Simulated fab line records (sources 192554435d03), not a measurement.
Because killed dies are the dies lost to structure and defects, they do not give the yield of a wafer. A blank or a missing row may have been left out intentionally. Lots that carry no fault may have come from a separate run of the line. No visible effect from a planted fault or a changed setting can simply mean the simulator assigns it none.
Matching of chambers    flow n5Finfet    N5_BEOL_M10_STRIP_67 on rieDiel-05 has 4 sister chambers
The step strips in CF4. 8 wafers are shown with their chamber, then 6 later ones without.

## WAFERS PAIRED WITH THEIR CHAMBERS
wafer   chamber  drypumpMotorCurrentA (A)  showerheadPlenumPTorr (Torr)
L495.3  0        5.4                       1.74
L502.1  2        6.4                       1.91
L502.3  0        5.4                       1.74
L504.2  2        6.5                       1.90
L504.3  1        5.4                       1.77
L504.4  3        5.7                       1.75
L513.2  3        5.7                       1.74
L513.6  1        5.4                       1.76

## WAFERS WITH NO CHAMBER GIVEN
wafer   drypumpMotorCurrentA (A)  showerheadPlenumPTorr (Torr)
L514.2  6.5                       1.90
L514.3  5.7                       1.74
L514.6  5.7                       1.74
L516.1  6.5                       1.90
L516.2  5.7                       1.74
L516.5  5.5                       1.73

## WHICH CHAMBER EACH ONE RAN IN
wafer   from the rows above  in truth
L514.2  2                    2
L514.3  3                    3
L514.6  3                    3
L516.1  2                    2
L516.2  3                    3
L516.5  0                    0
Correct placement for 6 of the 6. Can't be placed from these rows: 0. 0 placed wrongly.
How it was worked out, from the rows above alone: a wafer's distance from a chamber is the root of the sum, over the readings, of the square of ((its reading less the chamber's mean) divided by the reading's scatter). The wafer belongs to the nearest chamber; if the next one is less than 2 further off, it can't be placed. A chamber's mean is the mean of its shown wafers. The scatter: the root of (the sum of the squares of (reading less its chamber's mean) over the shown wafers, divided by (wafers less chambers)).
